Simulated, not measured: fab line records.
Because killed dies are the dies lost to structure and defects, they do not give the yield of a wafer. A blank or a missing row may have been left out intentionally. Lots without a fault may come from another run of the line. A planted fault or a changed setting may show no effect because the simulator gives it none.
Which tool did it? ; flow n5_finfet ; Sampling: 24 lots, 72 wafers, 6 of 1938 route steps

WHAT THE GAUGES READ, wafer by wafer
Not one reading of a measure or inspect step in the record can be checked against a usual standard deviation.

TOOL THAT RAN EACH LOT (tool first, then ch and the chambers of the sampled wafers, then the start)
lot;N5_GATE_CUT_CMP_43;N5_GATE_CUT_CMP_61;N5_MOL_CONTACT_COAG_SIL_ANNEAL_21;N5_MOL_CONTACT_COAG_SPUTTER_143;N5_MOL_CONTACT_COAG_CMP_23;N5_MOL_CONTACT_COAG_ALD_27
L074;cmp-03 ch 1,3, day 4 15:28;cmp-03 ch 1,3, day 4 15:57;rtp_anneal-02 ch 0, day 4 18:12;pvd_sputter-01, day 4 19:10;cmp-02 ch 0,1,2, day 4 21:42;ald_sin-03 ch 0,1, day 4 22:34
L075;cmp-01 ch 1,2, day 4 22:50;cmp-01 ch 1,2, day 4 23:19;rtp_anneal-01 ch 0, day 5 02:56;pvd_sputter-02, day 5 03:48;cmp-04 ch 0,2, day 5 06:40;ald_sin-02 ch 0,1,3, day 5 07:29
L076;cmp-03 ch 0,1,2, day 5 05:02;cmp-03 ch 0,1,2, day 5 05:28;rtp_anneal-01 ch 0, day 5 07:35;pvd_sputter-03, day 5 09:27;cmp-03 ch 1,2, day 5 12:38;ald_sin-03 ch 0,1, day 5 13:30
L077;cmp-01 ch 0,2,3, day 5 10:01;cmp-01 ch 0,2,3, day 5 10:24;rtp_anneal-02 ch 0, day 5 13:01;pvd_sputter-02, day 5 13:54;cmp-03 ch 0,1, day 5 19:10;ald_sin-01 ch 0,1,2, day 5 19:57
L078;cmp-01 ch 1,2, day 5 14:01;cmp-01 ch 1,2, day 5 14:30;rtp_anneal-02 ch 0, day 5 19:10;pvd_sputter-03, day 5 19:56;cmp-04 ch 0,1, day 5 23:08;ald_sin-02 ch 2,3, day 5 23:58
L079;cmp-03 ch 0,1,3, day 5 22:40;cmp-03 ch 0,1,3, day 5 23:02;rtp_anneal-01 ch 0, day 6 01:13;pvd_sputter-02, day 6 03:13;cmp-02 ch 2,3, day 6 06:26;ald_sin-01 ch 0,2, day 6 07:21
L080;cmp-03 ch 1,2,3, day 6 04:35;cmp-03 ch 1,2,3, day 6 05:04;rtp_anneal-02 ch 0, day 6 07:20;pvd_sputter-01, day 6 07:39;cmp-03 ch 1,2,3, day 6 10:08;ald_sin-03 ch 2,3, day 6 10:58
L081;cmp-03 ch 1,2, day 6 10:46;cmp-03 ch 1,2, day 6 11:12;rtp_anneal-02 ch 0, day 6 14:14;pvd_sputter-02, day 6 14:58;cmp-02 ch 0,2,3, day 6 18:22;ald_sin-02 ch 0,1,2, day 6 19:05
L082;cmp-04 ch 0,2,3, day 6 17:30;cmp-04 ch 0,2,3, day 6 17:59;rtp_anneal-02 ch 0, day 6 20:01;pvd_sputter-02, day 6 22:01;cmp-02 ch 1,2,3, day 7 00:22;ald_sin-02 ch 0,1,3, day 7 01:25
L083;cmp-04 ch 0,2,3, day 7 03:05;cmp-04 ch 0,2,3, day 7 03:28;rtp_anneal-01 ch 0, day 7 05:44;pvd_sputter-01, day 7 07:07;cmp-02 ch 0,2,3, day 7 10:58;ald_sin-02 ch 0,1,2, day 7 11:43
L084;cmp-03 ch 0,2,3, day 7 04:12;cmp-03 ch 0,2,3, day 7 04:41;rtp_anneal-01 ch 0, day 7 07:17;pvd_sputter-01, day 7 07:49;cmp-03 ch 0,1,2, day 7 11:09;ald_sin-01 ch 0,1,3, day 7 13:06
L085;cmp-03 ch 0,1,2, day 7 09:43;cmp-03 ch 0,1,2, day 7 10:03;rtp_anneal-02 ch 0, day 7 12:25;pvd_sputter-03, day 7 14:11;cmp-04 ch 0,1, day 7 18:44;ald_sin-02 ch 0,2,3, day 7 19:48
L086;cmp-03 ch 0,1,2, day 7 13:31;cmp-03 ch 0,1,2, day 7 14:00;rtp_anneal-01 ch 0, day 7 16:14;pvd_sputter-01, day 7 18:43;cmp-03 ch 0,2,3, day 7 21:23;ald_sin-03 ch 2,3, day 7 22:10
L087;cmp-01 ch 0,3, day 7 21:28;cmp-01 ch 0,3, day 7 21:57;rtp_anneal-01 ch 0, day 8 00:37;pvd_sputter-02, day 8 01:14;cmp-02 ch 0,1,2, day 8 04:30;ald_sin-01 ch 1,2, day 8 05:15
L088;cmp-03 ch 1,2,3, day 8 04:55;cmp-03 ch 1,2,3, day 8 05:20;rtp_anneal-01 ch 0, day 8 09:24;pvd_sputter-01, day 8 10:23;cmp-02 ch 0,1,3, day 8 13:50;ald_sin-02 ch 0,1,2, day 8 15:46
L089;cmp-03 ch 1,2,3, day 8 07:02;cmp-03 ch 1,2,3, day 8 07:31;rtp_anneal-01 ch 0, day 8 10:10;pvd_sputter-02, day 8 10:43;cmp-02 ch 1,2, day 8 14:40;ald_sin-01 ch 1,3, day 8 16:32
L090;cmp-03 ch 0,2,3, day 8 13:16;cmp-03 ch 0,2,3, day 8 13:45;rtp_anneal-02 ch 0, day 8 16:05;pvd_sputter-01, day 8 16:17;cmp-03 ch 1,2,3, day 8 19:05;ald_sin-02 ch 1,2, day 8 20:17
L092;cmp-01 ch 0,1, day 9 02:17;cmp-01 ch 0,1, day 9 02:46;rtp_anneal-02 ch 0, day 9 04:55;pvd_sputter-01, day 9 05:26;cmp-02 ch 0,2,3, day 9 08:43;ald_sin-01 ch 0,1, day 9 09:33
L091;cmp-04 ch 1,2, day 9 04:49;cmp-04 ch 1,2, day 9 05:18;rtp_anneal-02 ch 0, day 9 07:55;pvd_sputter-01, day 9 08:47;cmp-04 ch 0,3, day 9 12:11;ald_sin-02 ch 0,3, day 9 13:03
L093;cmp-04 ch 0,1, day 9 07:53;cmp-04 ch 0,1, day 9 08:22;rtp_anneal-01 ch 0, day 9 12:07;pvd_sputter-02, day 9 12:34;cmp-02 ch 0,1,3, day 9 15:27;ald_sin-02 ch 1,2, day 9 16:16
L094;cmp-04 ch 0,1,3, day 9 13:45;cmp-04 ch 0,1,3, day 9 14:08;rtp_anneal-01 ch 0, day 9 17:52;pvd_sputter-03, day 9 18:35;cmp-03 ch 0,2, day 9 20:46;ald_sin-03 ch 2,3, day 9 22:39
L095;cmp-03 ch 1,3, day 9 21:49;cmp-03 ch 1,3, day 9 22:14;rtp_anneal-02 ch 0, day 10 00:58;pvd_sputter-01, day 10 03:08;cmp-04 ch 1,2, day 10 05:47;ald_sin-01 ch 1,2,3, day 10 06:37
L096;cmp-03 ch 0,1,3, day 10 09:33;cmp-03 ch 0,1,3, day 10 09:59;rtp_anneal-01 ch 0, day 10 13:13;pvd_sputter-03, day 10 13:29;cmp-04 ch 2,3, day 10 15:25;ald_sin-01 ch 0,1,3, day 10 16:14
L097;cmp-03 ch 0,1,2, day 10 11:20;cmp-03 ch 0,1,2, day 10 11:49;rtp_anneal-02 ch 0, day 10 14:04;pvd_sputter-02, day 10 14:30;cmp-03 ch 0,2,3, day 10 17:50;ald_sin-01 ch 0,1,2, day 10 18:39
- N5_GATE_CUT_CMP_43: polishes SiO2.
- N5_GATE_CUT_CMP_61: polishes, stops on SiNx, t overpolish 3 s.
- N5_MOL_CONTACT_COAG_SIL_ANNEAL_21: time 60 s.
- N5_MOL_CONTACT_COAG_SPUTTER_143: material Co, target thk 2.5 nm.
- N5_MOL_CONTACT_COAG_CMP_23: polishes, stops on SiO2, t overpolish 1.5 s, target thk 0 nm.
- N5_MOL_CONTACT_COAG_ALD_27: deposits SiOC, target thk 17 nm, pulse time 1.5 s, time 2720 s.

AS READ BY THE TOOLS THEMSELVES (means over the sampled wafers that have a number; for cases with no such wafer, the mark the record gives instead)
N5_GATE_CUT_CMP_43.
lot;tool;motor_current_A (A);slurry_flow_ml_min
L074;cmp-03;11.9;149.9
L075;cmp-01;14.2;150.0
L076;cmp-03;11.7;150.0
L077;cmp-01;13.1;149.7
L078;cmp-01;14.2;150.3
L079;cmp-03;11.9;150.0
L080;cmp-03;11.2;149.7
L081;cmp-03;11.0;150.3
L082;cmp-04;11.4;150.1
L083;cmp-04;10.9;149.8
L084;cmp-03;12.0;149.8
L085;cmp-03;11.8;149.9
L086;cmp-03;11.3;149.7
L087;cmp-01;12.8;150.2
L088;cmp-03;11.3;150.1
L089;cmp-03;11.3;150.1
L090;cmp-03;11.8;150.2
L092;cmp-01;12.4;149.8
L091;cmp-04;12.5;150.3
L093;cmp-04;11.1;149.8
L094;cmp-04;11.1;149.5
L095;cmp-03;11.3;150.3
L096;cmp-03;12.1;150.4
L097;cmp-03;11.8;150.1

N5_GATE_CUT_CMP_61.
lot;tool;motor_current_A (A);slurry_flow_ml_min
L074;cmp-03;11.8;149.7
L075;cmp-01;13.8;149.9
L076;cmp-03;11.3;149.3
L077;cmp-01;13.1;149.9
L078;cmp-01;14.1;149.9
L079;cmp-03;12.1;150.2
L080;cmp-03;11.3;150.0
L081;cmp-03;11.0;149.9
L082;cmp-04;10.8;150.2
L083;cmp-04;11.1;150.0
L084;cmp-03;11.9;150.0
L085;cmp-03;11.7;150.0
L086;cmp-03;12.0;150.2
L087;cmp-01;12.6;149.8
L088;cmp-03;11.3;150.3
L089;cmp-03;11.4;150.1
L090;cmp-03;11.8;149.8
L092;cmp-01;12.3;149.5
L091;cmp-04;12.6;150.1
L093;cmp-04;11.3;149.8
L094;cmp-04;11.4;150.0
L095;cmp-03;11.6;150.5
L096;cmp-03;11.9;150.4
L097;cmp-03;11.7;150.1

N5_MOL_CONTACT_COAG_SIL_ANNEAL_21.
lot;tool;lamp_power_pct (%);lamp_zone_7_pct (%);wafer_temp_C_max
L074;rtp_anneal-02;6.7;7.1;552.8
L075;rtp_anneal-01;5.6;5.9;553.2
L076;rtp_anneal-01;5.6;5.9;553.4
L077;rtp_anneal-02;6.7;7.1;552.9
L078;rtp_anneal-02;6.7;7.1;553.0
L079;rtp_anneal-01;5.6;5.9;553.0
L080;rtp_anneal-02;6.7;7.1;552.5
L081;rtp_anneal-02;6.7;7.1;552.1
L082;rtp_anneal-02;6.7;7.1;552.7
L083;rtp_anneal-01;5.6;5.9;553.9
L084;rtp_anneal-01;5.6;5.9;554.3
L085;rtp_anneal-02;6.7;7.1;552.9
L086;rtp_anneal-01;5.6;5.9;553.6
L087;rtp_anneal-01;5.6;5.9;553.5
L088;rtp_anneal-01;5.6;5.9;553.1
L089;rtp_anneal-01;5.6;5.9;552.9
L090;rtp_anneal-02;6.7;7.1;552.9
L092;rtp_anneal-02;6.7;7.1;552.3
L091;rtp_anneal-02;6.7;7.1;552.1
L093;rtp_anneal-01;5.6;5.9;553.3
L094;rtp_anneal-01;5.6;5.9;553.4
L095;rtp_anneal-02;6.7;7.1;553.0
L096;rtp_anneal-01;5.6;5.9;553.0
L097;rtp_anneal-02;6.7;7.1;552.2

N5_MOL_CONTACT_COAG_SPUTTER_143.
lot;tool;chamber_pressure_pa (Pa);throttle_valve_pct (%)
L074;pvd_sputter-01;0.1997;30.2
L075;pvd_sputter-02;0.1997;29.9
L076;pvd_sputter-03;0.2002;30.2
L077;pvd_sputter-02;0.2001;30.3
L078;pvd_sputter-03;0.2000;29.8
L079;pvd_sputter-02;0.2003;30.0
L080;pvd_sputter-01;0.1998;29.7
L081;pvd_sputter-02;0.1998;29.5
L082;pvd_sputter-02;0.2000;29.7
L083;pvd_sputter-01;0.2002;29.5
L084;pvd_sputter-01;0.2006;30.1
L085;pvd_sputter-03;0.2000;30.1
L086;pvd_sputter-01;0.1999;30.8
L087;pvd_sputter-02;0.1998;29.9
L088;pvd_sputter-01;0.2000;30.7
L089;pvd_sputter-02;0.2001;29.6
L090;pvd_sputter-01;0.2003;30.1
L092;pvd_sputter-01;0.1999;29.4
L091;pvd_sputter-01;0.1999;30.4
L093;pvd_sputter-02;0.2000;30.9
L094;pvd_sputter-03;0.2004;30.6
L095;pvd_sputter-01;0.2003;30.3
L096;pvd_sputter-03;0.1999;30.3
L097;pvd_sputter-02;0.2005;29.6

N5_MOL_CONTACT_COAG_CMP_23.
lot;tool;motor_current_A (A);overpolish_run_s (s);slurry_flow_ml_min;time_to_endpoint_s (s)
L074;cmp-02;9.0;1.490;149.9;7.5
L075;cmp-04;7.1;1.495;150.3;12.6
L076;cmp-03;7.3;1.503;150.1;10.8
L077;cmp-03;8.4;1.499;150.2;10.2
L078;cmp-04;8.1;1.505;150.2;10.9
L079;cmp-02;7.3;1.510;149.9;8.5
L080;cmp-03;7.6;1.511;150.3;7.2
L081;cmp-02;8.1;1.503;150.0;7.9
L082;cmp-02;8.2;1.503;149.9;10.1
L083;cmp-02;8.0;1.500;150.0;10.6
L084;cmp-03;7.5;1.508;150.4;11.1
L085;cmp-04;7.3;1.496;150.2;10.8
L086;cmp-03;7.8;1.501;150.0;12.9
L087;cmp-02;8.7;1.502;150.0;10.9
L088;cmp-02;8.3;1.501;150.6;10.5
L089;cmp-02;8.5;1.497;149.3;10.7
L090;cmp-03;7.4;1.496;150.3;9.0
L092;cmp-02;8.2;1.499;150.3;10.3
L091;cmp-04;7.1;1.502;150.1;14.4
L093;cmp-02;8.2;1.502;150.4;8.7
L094;cmp-03;7.4;1.501;150.4;11.5
L095;cmp-04;7.8;1.491;150.6;8.2
L096;cmp-04;7.8;1.497;149.8;9.3
L097;cmp-03;7.9;1.499;149.9;12.1

N5_MOL_CONTACT_COAG_ALD_27.
lot;tool;heater_power_outer_w (W);heater_power_w (W);precursor_pulse_height_rel
L074;ald_sin-03;470;783;0.985
L075;ald_sin-02;482;798;1.022
L076;ald_sin-03;470;785;1.009
L077;ald_sin-01;540;895;1.005
L078;ald_sin-02;503;827;0.994
L079;ald_sin-01;561;911;1.016
L080;ald_sin-03;551;905;0.999
L081;ald_sin-02;475;791;0.990
L082;ald_sin-02;493;822;0.997
L083;ald_sin-02;479;785;0.985
L084;ald_sin-01;587;913;1.013
L085;ald_sin-02;496;799;0.983
L086;ald_sin-03;553;922;1.005
L087;ald_sin-01;504;895;0.993
L088;ald_sin-02;483;776;1.003
L089;ald_sin-01;563;923;1.003
L090;ald_sin-02;498;790;0.998
L092;ald_sin-01;565;903;1.010
L091;ald_sin-02;480;812;1.005
L093;ald_sin-02;495;789;0.992
L094;ald_sin-03;500;840;1.003
L095;ald_sin-01;561;899;0.988
L096;ald_sin-01;581;934;1.007
L097;ald_sin-01;534;879;1.008

THE ANSWER, worked out from the rows above alone
Rule: what is usual is taken from the lots themselves. The widest of any qualifying gaps counts: lots, ordered by their means at a reading, are off when they make up no more than a third of the lots, leave a main group of 4 or more, and stand apart from it by 3 or more times the standard deviation of that group's means. Not used: any main group whose means are identical at the precision the tables above print for the reading. Also off: a lot with no number at a reading for which 4 or more lots have one. All remaining lots with rows at the step are treated as sound. Order of review: gauges by route order, followed by the tools' own readings, for which a lot's mean as printed above is used. The first step at which some lot is off is used, and at that step the reading that is off furthest; a lot without a number counts as furthest.
Across all readings shown, no lot is off: no conclusion can be drawn from this.

WHAT WAS PUT IN BY THE SIMULATOR
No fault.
